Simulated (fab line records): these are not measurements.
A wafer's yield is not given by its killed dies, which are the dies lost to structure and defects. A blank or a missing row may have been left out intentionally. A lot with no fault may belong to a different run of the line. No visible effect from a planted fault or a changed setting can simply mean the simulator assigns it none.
Matching of chambers | flow nand-harc | NHARC_A_STAIRCASE_TRIM_187 on rie-diel-13 has 3 sister chambers
The step chemistry O2, time 211.2 s. 3 wafers are shown with their chamber, then 4 later ones without.

== WAFERS WITH THEIR CHAMBER ==
wafer  | chamber | drypump-motor-current-A (A)
L769.4 | 1       | 6.4
L769.5 | 2       | 6.0
L773.5 | 3       | 6.6

== WAFERS WITH NO CHAMBER GIVEN ==
wafer  | drypump-motor-current-A (A)
L779.2 | 6.0
L779.3 | 6.6
L779.5 | 6.5
L783.6 | 6.4

== THE CHAMBER EACH PASSED THROUGH ==
wafer  | from the rows above     | in truth
L779.2 | 2                       | 2
L779.3 | 3                       | 3
L779.5 | can't be placed: 1 or 3 | 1
L783.6 | 1                       | 1
Correct placement for 3 of the 4. From these rows, 1 cannot be placed; in 1 the true chamber is one of the candidates. Wrongly placed: 0.
How it was worked out, from the rows above alone: a wafer's distance from a chamber is the root of the sum, over the readings, of the square of ((its reading less the chamber's mean) divided by the reading's scatter). The wafer belongs to the nearest chamber; if the next one is less than 2 further off, it can't be placed. A chamber's mean is the mean of its shown wafers. The scatter (one wafer shown for each chamber): square how far every hidden wafer sits from the nearest shown wafer, average those squares and take the square root.
